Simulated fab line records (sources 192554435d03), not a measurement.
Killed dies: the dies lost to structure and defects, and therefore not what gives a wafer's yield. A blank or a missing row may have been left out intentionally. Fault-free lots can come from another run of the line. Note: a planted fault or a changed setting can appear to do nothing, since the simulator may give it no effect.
A lot that was struck, set against a sound lot -- flow n5 finfet -- 36 steps out of a route of 1938
Sound: these wafers, L121.1, L121.2, L121.4. The struck wafers were L116.1, L116.3, L116.6. The cause comes at the end.
At each step with rows: each side's tool, then ch and its chambers, then its first start. Under that, the readings that differ: sound wafers -- struck wafers -- difference of the means -- sigmas: that difference in standard deviations of wafers without a fault.
alike: a reading whose means differ by less than 2 such deviations, as well as words and numbers matching on both sides. not compared: withheld readings; readings where some wafer has no value; bounds like >300 that might hide an equal value; numbers whose values overlap and for which the record gives no deviation.
Wherever a step has rows on one side only, a row that says differs or no value, or a row with sigmas, the two part there. When numbers do not overlap yet have no deviation, they are printed without sigmas and do not part them. A reading missing from all wafers of one side parts the sides only when that side holds two or more wafers.

first, 9 steps without rows for these wafers: N5_BEOL_M4_ANNEAL_95 (time 240 s); N5_BEOL_M4_SPUTTER_96 (material Cu, target thk 4.5 nm, time 8.29 s); N5_BEOL_M4_ECD_50 (material Cu, target thk 300 nm); N5_BEOL_M4_ANNEAL_51 (time 90 s); N5_BEOL_M4_CMP_52 (polishes, stops on SiOC, t overpolish 6.8 s, target thk 40 nm); N5_BEOL_M4_PRE_CLEAN_60 (time 15 s); N5_BEOL_M4_CO_CAP_55 (material Co, precursor CCTBA/H2, target thk 2 nm, time 102.1 s); N5_BEOL_M4_PRE_CLEAN_56 (time 15 s); N5_BEOL_M4_DEP_57 (deposits SiCN from 3MS/NH3, target thk 8 nm, time 14 s).
N5_BEOL_M4_RC_MEAS_101:
  sound on prober-02 ch 0, day 13 22:02; struck on prober-01 ch 0, day 12 16:50
reading,sound,struck,difference,sigmas
DIBL_N (mV/V),31.9 35.8 36.3,39.6 37.1 37.7,+3.5,+2
  alike: DIBL_P, IOFF_N, IOFF_P, ION_N, ION_P, SS_N, SS_P, VT_N, VT_P
then, 24 steps without rows for these wafers: N5_BEOL_M5_ILD_DEP_00 (deposits SiCOH lowk from DEMS/porogen, target thk 140.64 nm, time 25.9 s); N5_BEOL_M5_CURE_79 (cures SiCOH lowk, time 240 s); N5_BEOL_M5_PECVD_70 (deposits SiO2 from TEOS/O2, target thk 16 nm, time 18 s); N5_BEOL_M5_HM_DEP_02 (deposits TiN, target thk 20 nm); N5_BEOL_M5_COAT_59 (time 60 s, resist thk 60 nm); N5_BEOL_M5_COAT_60 (time 60 s, resist thk 12 nm); N5_BEOL_M5_COAT_71 (time 60 s, resist thk 5 nm); N5_BEOL_M5_COAT_05 (resist thk 30 nm); N5_BEOL_M5_EBR_07; N5_BEOL_M5_SOFTBAKE_06 (time 60 s); N5_BEOL_M5_EXPOSE_08 (exposes mask M5, target cd 28 nm); N5_BEOL_M5_PEB_09 (peb time 60 s); N5_BEOL_M5_DEVELOP_10 (develop time 30 s); N5_BEOL_M5_DESCUM_16 (chemistry O2, time 7 s); N5_BEOL_M5_ETCH_72 (etches underlayer in N2/H2, target depth 6.5 nm, time 5.2 s); N5_BEOL_M5_ETCH_61 (etches SiARC in CF4, target depth 15.6 nm, time 26 s); N5_BEOL_M5_ETCH_62 (etches SOC in N2/H2, target depth 75 nm, overetch 15 nm, time 112.5 s); N5_BEOL_M5_STRIP_63 (strips in N2/H2); N5_BEOL_M5_STRIP_73 (strips in N2/H2); N5_BEOL_M5_STRIP_64 (strips in CF4); N5_BEOL_M5_HM_OPEN_17 (chemistry Cl2/BCl3, target TiN, target depth 20 nm, overetch 6 nm); N5_BEOL_M5_STRIP_19 (strips in O2); N5_BEOL_M5_COAT_65 (time 60 s, resist thk 60 nm); N5_BEOL_M5_COAT_66 (time 60 s, resist thk 12 nm).
-- the record jumps here: 3 days lie between the struck wafers' starts before and after (it left off in module BEOL_M5 and takes up again in module BEOL_M12, whose first step shown is number 1651 of the route) --
N5_BEOL_M12_ECD_47: material Cu, target thk 720 nm.
  sound on ecd cu-01 ch 0,1, day 16 13:34; struck on ecd cu-01 ch 0,1, day 15 19:34
N5_PASSIVATION_PROBE_49:
  record: rows for the struck wafers here (prober-01, day 17 02:53), none for the sound ones

WHERE THEY PART
First at N5_BEOL_M4_RC_MEAS_101; last, within this record, at N5_PASSIVATION_PROBE_49.

WHY: the cause the simulator had injected
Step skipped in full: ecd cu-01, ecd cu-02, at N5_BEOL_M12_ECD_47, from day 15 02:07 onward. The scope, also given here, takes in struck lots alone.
